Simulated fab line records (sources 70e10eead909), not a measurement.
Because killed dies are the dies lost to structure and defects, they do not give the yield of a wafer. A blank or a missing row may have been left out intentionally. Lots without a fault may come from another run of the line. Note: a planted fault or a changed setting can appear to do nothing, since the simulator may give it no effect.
fab line records | flow nand_harc | part 2 of 2: steps 5 to 6 of 6
record lots=23 | wafers=69 | last_day=34
route steps=1302 shown A_STAIRCASE@773
lots that met no fault: from a run of the same line without faults
start_h: start of the lot's first displayed wafer, in hours after the record's first day | wait_h: hours from the lot's prior step to this one | " as in the row above | L1.1+2: several wafers, shown together as one row | - no value, or no start given | * or withheld: withheld | < > ~ a bound
route shown NAME@n: names a module that has steps shown in the file, with the first one's number in the route | usual: mean and standard deviation over wafers with no fault | same: alike in all rows | chamber/n: place in a boat | sites: the reading at each site | _std_site: their standard deviation | _edge_site: mean of outer sites minus mean of inner sites | radius_mm: how far each site lies from the wafer's centre | mask NAME#n: copy n | behind: tool/chamber where the wafer was last shaped | hold: why the lot was held/for how many hours/how that ended | device: transistor that didn't switch, given as n, p or np | end of line: the route-end tests of the same wafers | for a step that has no rows: nothing shown but its recipe | killed: count of dies lost to structure and defects at first sort (not the wafer's yield) | map: the dies of a wafer, with x for killed, . for not killed, _ for no die there
set.NAME: the setting the step ran with; set.NAME@STEP: the setting that earlier step ran with | model.NAME: the simulator's own value behind a step, which no gauge read
a sample of lots followed through the steps of the route, with each step as a table and each wafer as a row
services: from which hour (start_h, from the record's first day; less than 0 if before it) a tool's chamber was out of use, for how many hours, and why
## steps
# step NHARC_A_STAIRCASE_CMP_152
# usual motor_current_A=12.3/1.4 | slurry_flow_ml_min=150.0/0.45
lot.wafer | tool   | chamber | start_h | wait_h | motor_current_A | slurry_flow_ml_min
L074.4    | cmp-02 | 3       | 443.51  | 0.1    | 12.3            | 149.6
L074.3    | "      | 0       | "       | "      | 11.5            | 150.2
L074.2    | "      | 2       | "       | "      | 11.2            | 150.0
L075.2    | cmp-03 | 0       | 443.71  | 0.1    | 10.2            | 150.5
L075.1    | "      | 2       | "       | "      | 11.3            | 150.0
L075.5    | "      | 0       | "       | "      | 11.2            | 150.4
L076.3    | cmp-01 | 1       | 455.15  | 0.1    | 14.2            | 150.0
L076.2    | "      | 3       | "       | "      | 11.9            | 150.7
L076.5    | "      | 1       | "       | "      | 15.4            | 150.4
L077.4    | cmp-01 | 3       | 476.55  | 0.1    | 11.8            | 150.5
L077.3    | "      | 2       | "       | "      | 10.3            | 149.9
L077.5    | "      | 0       | "       | "      | 12.7            | 149.8
L079.1    | cmp-01 | 3       | 484.86  | 0.1    | 11.7            | 149.8
L079.2    | "      | 0       | "       | "      | 12.1            | 150.5
L079.4    | "      | 1       | "       | "      | 14.4            | 150.0
L078.4    | cmp-03 | 2       | 496.09  | 0.1    | 11.2            | 150.4
L078.5    | "      | 3       | "       | "      | 14.6            | 150.1
L078.6    | "      | 0       | "       | "      | 11.4            | 149.9
L081.1    | cmp-01 | 1       | 510.14  | 0.1    | 14.0            | 149.9
L081.2    | "      | 3       | "       | "      | 11.8            | 150.2
L081.5    | "      | 1       | "       | "      | 15.3            | 149.4
L080.3    | cmp-02 | 1       | 512.99  | 0.1    | 13.6            | 150.2
L080.4    | "      | 2       | "       | "      | 10.3            | 150.4
L080.6    | "      | 1       | "       | "      | 13.4            | 150.6
L083.2    | cmp-01 | 3       | 520.48  | 0.1    | 11.7            | 149.7
L083.3    | "      | 1       | "       | "      | 14.4            | 150.5
L083.6    | "      | 2       | "       | "      | 10.7            | 150.0
L082.3    | cmp-02 | 2       | 520.75  | 0.1    | 11.2            | 149.1
L082.4    | "      | 3       | "       | "      | 12.2            | 149.9
L082.2    | "      | 0       | "       | "      | 11.5            | 150.8
L084.1    | cmp-02 | 0       | 534.90  | 0.1    | 11.4            | 150.3
L084.3    | "      | 1       | "       | "      | 14.4            | 150.2
L084.6    | "      | 2       | "       | "      | 10.9            | 149.8
L085.1    | cmp-02 | 0       | 550.31  | 0.1    | 12.1            | 150.5
L085.3    | "      | 2       | "       | "      | 11.0            | 150.5
L085.6    | "      | 3       | "       | "      | 12.7            | 149.8
L086.4    | cmp-01 | 3       | 557.31  | 0.1    | 11.8            | 149.9
L086.6    | "      | 0       | "       | "      | 12.1            | 150.1
L086.5    | "      | 1       | "       | "      | 14.9            | 150.1
L087.4    | cmp-02 | 3       | 558.29  | 0.1    | 12.0            | 150.1
L087.3    | "      | 0       | "       | "      | 11.4            | 150.0
L087.2    | "      | 1       | "       | "      | 14.6            | 150.3
L088.3    | cmp-03 | 2       | 592.49  | 0.1    | 10.6            | 150.2
L088.2    | "      | 0       | "       | "      | 11.4            | 150.5
L088.5    | "      | 2       | "       | "      | 10.9            | 150.5
L089.2    | cmp-01 | 0       | 592.76  | 0.1    | 11.6            | 150.3
L089.4    | "      | 1       | "       | "      | 14.8            | 149.8
L089.5    | "      | 3       | "       | "      | 11.8            | 149.9
L091.1    | cmp-03 | 0       | 602.32  | 0.1    | 10.4            | 150.6
L091.3    | "      | 2       | "       | "      | 11.4            | 150.3
L091.5    | "      | 1       | "       | "      | 13.0            | 148.8
L090.1    | cmp-01 | 3       | 603.11  | 0.1    | 11.9            | 149.8
L090.4    | "      | 1       | "       | "      | 14.8            | 148.8
L090.5    | "      | 3       | "       | "      | 11.8            | 150.1
L092.3    | cmp-01 | 2       | 616.98  | 0.1    | 10.5            | 150.2
L092.1    | "      | 0       | "       | "      | 11.6            | 150.1
L092.5    | "      | 3       | "       | "      | 12.5            | 150.5
L093.3    | cmp-01 | 0       | 627.85  | 0.1    | 12.4            | 150.9
L093.4    | "      | 1       | "       | "      | 14.9            | 149.3
L093.5    | "      | 0       | "       | "      | 12.4            | 149.9
L094.2    | cmp-02 | 0       | 639.56  | 0.1    | 11.6            | 149.8
L094.3    | "      | 2       | "       | "      | 11.1            | 150.3
L094.4    | "      | 3       | "       | "      | 12.1            | 149.0
L095.4    | cmp-03 | 1       | 641.63  | 0.1    | 13.5            | 149.7
L095.6    | "      | 2       | "       | "      | 11.2            | 149.4
L095.5    | "      | 3       | "       | "      | 14.2            | 149.6
L097.4    | cmp-02 | 1       | 665.72  | 0.1    | 13.2            | 150.3
L097.3    | "      | 0       | "       | "      | 11.6            | 149.9
L097.5    | "      | 2       | "       | "      | 10.7            | 149.9
# step NHARC_A_STAIRCASE_ETCHBACK_422
# recipe target_depth_a=400 | over_etch_frac=0.3 | time_s=74.286 | ion_energy_ev=120 | ch3f_flow_sccm=50 | o2_flow_sccm=30 | ar_flow_sccm=200 | rf_w=500 | bias_w=100 | chemistry=CH3F/O2
# usual bias_w=99.97/0.29 | ch3f_flow_sccm=49.99/0.16 | drypump_motor_current_A=5.7/0.56 | oes_product_au=0.95/0.034 | rf_vpp_V=244.1/1.9 | showerhead_plenum_p_Torr=2.45/0.13 | throttle_valve_pct=20.663/0.0093
lot.wafer | tool        | chamber | start_h | wait_h | bias_w | ch3f_flow_sccm | drypump_motor_current_A | oes_product_au | rf_hours_counter_h | rf_vpp_V | showerhead_plenum_p_Torr | throttle_valve_pct
L074.4    | rie_diel-12 | 3       | 443.99  | 0.1    | 100.10 | 49.87          | 5.7                     | 0.92           | 57                 | 244.2    | 2.53                     | 20.658
L074.2    | "           | 0       | "       | "      | 99.87  | 50.17          | 4.9                     | 0.92           | 64                 | 243.3    | 2.30                     | 20.669
L074.3    | "           | 1       | "       | "      | 100.34 | 49.87          | 6.5                     | 0.94           | 63                 | 243.6    | 2.42                     | 20.665
L075.1    | rie_diel-02 | 0       | 444.16  | 0.1    | 100.35 | 49.78          | 5.8                     | 0.98           | 13                 | 247.2    | 2.63                     | 20.661
L075.2    | "           | 2       | "       | "      | 100.04 | 49.87          | 6.6                     | 1.00           | 15                 | 243.0    | 2.41                     | 20.670
L075.5    | "           | 2       | "       | "      | 100.18 | 49.86          | 6.6                     | 1.01           | -                  | 244.7    | 2.41                     | 20.664
L076.3    | rie_diel-02 | 0       | 455.60  | 0.1    | 99.61  | 49.93          | 5.8                     | 0.92           | 19                 | 247.6    | 2.63                     | 20.670
L076.2    | "           | 1       | "       | "      | 99.86  | 49.97          | 5.0                     | 0.91           | 24                 | 247.7    | 2.65                     | 20.645
L076.5    | "           | 2       | "       | "      | 99.79  | 49.84          | 6.6                     | 0.92           | -                  | 243.2    | 2.41                     | 20.685
L077.3    | rie_diel-13 | 2       | 477.05  | 0.2    | 100.16 | 49.91          | 5.2                     | 0.92           | 36                 | 241.9    | 2.34                     | 20.675
L077.4    | "           | 1       | "       | "      | 100.09 | 50.01          | 6.3                     | 0.93           | -                  | 242.0    | 2.29                     | 20.665
L077.5    | "           | 2       | "       | "      | 99.84  | 49.91          | 5.3                     | 0.93           | -                  | 243.1    | 2.33                     | 20.679
L079.4    | rie_diel-13 | 3       | 485.34  | 0.1    | 100.04 | 49.94          | 5.4                     | 0.91           | 42                 | 245.9    | 2.54                     | 20.660
L079.2    | "           | 0       | "       | "      | 100.03 | 49.98          | 6.2                     | 0.92           | 37                 | 242.8    | 2.43                     | 20.656
L079.1    | "           | 1       | "       | "      | 99.77  | 49.91          | 6.3                     | 0.93           | 41                 | 242.4    | 2.29                     | 20.676
L078.4    | rie_diel-13 | 1       | 496.52  | 0.1    | 100.01 | 49.82          | 6.3                     | 0.94           | 42                 | 241.4    | 2.29                     | 20.676
L078.5    | "           | 1       | "       | "      | 100.29 | 49.82          | 6.3                     | 0.92           | -                  | 243.2    | 2.29                     | 20.656
L078.6    | "           | 2       | "       | "      | 99.89  | 50.14          | 5.3                     | 0.94           | -                  | 242.2    | 2.33                     | 20.654
L081.2    | rie_diel-12 | 3       | 510.61  | 0.1    | 100.25 | 49.96          | 5.8                     | 0.96           | 21                 | 244.5    | 2.52                     | 20.670
L081.1    | "           | 0       | "       | "      | 100.05 | 50.18          | 4.9                     | 0.97           | 18                 | 241.7    | 2.29                     | 20.669
L081.5    | "           | 1       | "       | "      | 100.39 | 49.95          | 6.5                     | 0.97           | -                  | 243.0    | 2.42                     | 20.659
L080.3    | rie_diel-13 | 1       | 513.48  | 0.1    | 99.19  | 49.61          | 6.3                     | 0.92           | 47                 | 242.4    | 2.29                     | 20.672
L080.4    | "           | 2       | "       | "      | 99.89  | 50.13          | 5.3                     | 0.93           | 46                 | 242.3    | 2.33                     | 20.654
L080.6    | "           | 0       | "       | "      | 99.95  | 49.84          | 6.2                     | 0.92           | -                  | 243.4    | 2.43                     | 20.648
L083.2    | rie_diel-12 | 1       | 521.00  | 0.2    | 100.11 | 49.79          | 6.5                     | 0.93           | 20                 | 243.1    | 2.42                     | 20.674
L083.3    | "           | 2       | "       | "      | 99.73  | 49.98          | 5.1                     | 0.94           | 24                 | 246.0    | 2.65                     | 20.651
L083.6    | "           | 2       | "       | "      | 99.84  | 50.14          | 5.1                     | 0.93           | -                  | 246.0    | 2.65                     | 20.663
L082.4    | rie_diel-12 | 3       | 521.24  | 0.2    | 99.92  | 49.92          | 5.8                     | 0.92           | 24                 | 244.6    | 2.52                     | 20.667
L082.3    | "           | 0       | "       | "      | 99.95  | 50.13          | 4.9                     | 1.00           | 21                 | 241.3    | 2.29                     | 20.647
L082.2    | "           | 2       | "       | "      | 99.68  | 50.25          | 5.1                     | 0.95           | 24                 | 246.7    | 2.65                     | 20.656
L084.3    | rie_diel-12 | 0       | 535.39  | 0.1    | 99.84  | 49.94          | 4.9                     | 1.00           | 28                 | 241.5    | 2.29                     | 20.682
L084.1    | "           | 3       | "       | "      | 99.86  | 50.01          | 5.7                     | 0.99           | 30                 | 245.1    | 2.52                     | 20.665
L084.6    | "           | 0       | "       | "      | 99.37  | 49.88          | 4.9                     | 1.00           | -                  | 242.0    | 2.29                     | 20.657
L085.3    | rie_diel-12 | 1       | 550.76  | 0.1    | 100.22 | 49.95          | 6.5                     | 1.01           | 32                 | 243.1    | 2.41                     | 20.661
L085.1    | "           | 0       | "       | "      | 99.27  | 49.89          | 4.9                     | 0.98           | 35                 | 242.4    | 2.29                     | 20.650
L085.6    | "           | 2       | "       | "      | 99.77  | 50.08          | 5.1                     | 1.02           | -                  | 247.0    | 2.65                     | 20.671
L086.4    | rie_diel-13 | 1       | 557.76  | 0.2    | 100.34 | 50.12          | 6.3                     | 0.94           | 10                 | 242.4    | 2.28                     | 20.662
L086.5    | "           | 3       | "       | "      | 100.13 | 50.09          | 5.4                     | 0.93           | -                  | 245.2    | 2.53                     | 20.666
L086.6    | "           | 0       | "       | "      | 99.75  | 49.97          | 6.2                     | 0.92           | -                  | 244.5    | 2.43                     | 20.642
L087.3    | rie_diel-13 | 2       | 558.75  | 0.1    | 99.97  | 50.14          | 5.3                     | 0.98           | 10                 | 242.9    | 2.32                     | 20.664
L087.4    | "           | 0       | "       | "      | 99.97  | 50.09          | 6.2                     | 0.98           | 8                  | 243.4    | 2.43                     | 20.657
L087.2    | "           | 1       | "       | "      | 99.68  | 49.61          | 6.3                     | 0.98           | 10                 | 241.7    | 2.28                     | 20.680
L088.3    | rie_diel-12 | 1       | 592.97  | 0.2    | 99.98  | 50.16          | 6.5                     | 0.94           | 45                 | 244.1    | 2.41                     | 20.659
L088.2    | "           | 2       | "       | "      | 100.10 | 49.85          | 5.1                     | 0.93           | 47                 | 247.2    | 2.64                     | 20.658
L088.5    | "           | 0       | "       | "      | 100.44 | 49.72          | 4.9                     | 0.93           | -                  | 242.3    | 2.28                     | 20.649
L089.4    | rie_diel-02 | 2       | 593.21  | 0.2    | 99.78  | 49.54          | 6.6                     | 0.99           | 9                  | 245.3    | 2.39                     | 20.660
L089.2    | "           | 0       | "       | "      | 99.45  | 50.07          | 5.8                     | 1.01           | 5                  | 247.6    | 2.61                     | 20.672
L089.5    | "           | 1       | "       | "      | 99.48  | 50.32          | 5.0                     | 1.01           | -                  | 246.4    | 2.63                     | 20.662
L091.3    | rie_diel-13 | 1       | 602.80  | 0.1    | 100.20 | 49.95          | 6.3                     | 1.00           | 28                 | 240.1    | 2.28                     | 20.647
L091.1    | "           | 3       | "       | "      | 100.04 | 50.05          | 5.4                     | 0.99           | 23                 | 244.0    | 2.52                     | 20.660
L091.5    | "           | 1       | "       | "      | 100.20 | 50.10          | 6.3                     | 1.01           | -                  | 239.6    | 2.28                     | 20.667
L090.1    | rie_diel-13 | 1       | 603.57  | 0.1    | 100.26 | 49.97          | 6.3                     | 0.94           | 28                 | 242.0    | 2.28                     | 20.652
L090.4    | "           | 3       | "       | "      | 100.25 | 49.88          | 5.4                     | 0.94           | 23                 | 245.6    | 2.52                     | 20.655
L090.5    | "           | 2       | "       | "      | 99.70  | 50.00          | 5.3                     | 0.92           | -                  | 241.7    | 2.32                     | 20.651
L092.3    | rie_diel-13 | 0       | 617.45  | 0.2    | 99.59  | 49.61          | 6.2                     | 0.98           | 28                 | 243.6    | 2.42                     | 20.659
L092.1    | "           | 2       | "       | "      | 99.58  | 49.88          | 5.3                     | 0.97           | 29                 | 241.5    | 2.32                     | 20.647
L092.5    | "           | 0       | "       | "      | 99.54  | 50.09          | 6.3                     | 0.96           | -                  | 243.2    | 2.42                     | 20.680
L093.3    | rie_diel-02 | 1       | 628.43  | 0.3    | 100.04 | 49.84          | 5.0                     | 0.92           | 15                 | 246.9    | 2.63                     | 20.648
L093.4    | "           | 0       | "       | "      | 99.89  | 50.32          | 5.8                     | 0.94           | 14                 | 248.1    | 2.61                     | 20.667
L093.5    | "           | 2       | "       | "      | 100.22 | 49.83          | 6.6                     | 0.94           | -                  | 243.9    | 2.39                     | 20.674
L094.4    | rie_diel-13 | 3       | 640.02  | 0.1    | 99.95  | 49.90          | 5.4                     | 0.99           | 32                 | 246.7    | 2.52                     | 20.678
L094.3    | "           | 0       | "       | "      | 100.26 | 50.14          | 6.2                     | 0.99           | 37                 | 243.9    | 2.42                     | 20.663
L094.2    | "           | 1       | "       | "      | 100.32 | 50.22          | 6.3                     | 1.01           | 42                 | 242.2    | 2.27                     | 20.640
L095.4    | rie_diel-12 | 0       | 642.08  | 0.2    | 99.89  | 49.57          | 4.9                     | 0.99           | 0                  | 246.8    | 2.66                     | 20.658
L095.6    | "           | 2       | "       | "      | 100.30 | 49.94          | 5.1                     | 1.01           | -                  | 246.8    | 2.64                     | 20.664
L095.5    | "           | 3       | "       | "      | 99.88  | 49.73          | 5.8                     | 1.01           | -                  | 243.8    | 2.50                     | 20.663
L097.4    | rie_diel-02 | 1       | 666.20  | 0.1    | 100.24 | 50.01          | 5.0                     | 0.92           | 30                 | 246.0    | 2.62                     | 20.671
L097.3    | "           | 3       | "       | "      | 100.01 | 50.11          | 5.9                     | 0.93           | 30                 | 242.7    | 2.35                     | 20.665
L097.5    | "           | 0       | "       | "      | 99.52  | 50.07          | 5.8                     | 0.93           | -                  | 245.9    | 2.60                     | 20.668
## services
tool        | chamber | start_h | hours | kind
rie_diel-13 | -       | 359.23  | 0.7   | repair
cmp-02      | -       | 360.96  | 2.7   | repair
rie_diel-13 | 2       | 366.09  | 6.4   | repair
cmp-02      | -       | 373.87  | 0.9   | repair
rie_diel-02 | 0       | 377.40  | 2.1   | repair
rie_diel-12 | 2       | 378.86  | 2.6   | repair
cmp-01      | -       | 381.50  | 4.0   | pm
cmp-01      | -       | 392.87  | 0.4   | repair
cmp-02      | -       | 405.33  | 1.8   | repair
rie_diel-13 | -       | 423.11  | 5.7   | repair
cmp-02      | -       | 429.51  | 4.0   | pm
rie_diel-12 | -       | 445.82  | 9.0   | pm
rie_diel-12 | 1       | 469.74  | 9.5   | repair
rie_diel-13 | 0       | 475.54  | 6.6   | repair
cmp-01      | -       | 479.50  | 4.0   | pm
rie_diel-13 | 3       | 499.83  | 6.7   | repair
rie_diel-13 | -       | 521.79  | 9.0   | pm
cmp-02      | -       | 527.51  | 4.0   | pm
cmp-01      | -       | 536.68  | 0.6   | repair
cmp-02      | -       | 559.50  | 0.4   | repair
cmp-01      | -       | 577.50  | 4.0   | pm
rie_diel-12 | -       | 625.42  | 9.0   | pm
cmp-02      | -       | 625.51  | 4.0   | pm
cmp-01      | -       | 641.97  | 2.2   | repair
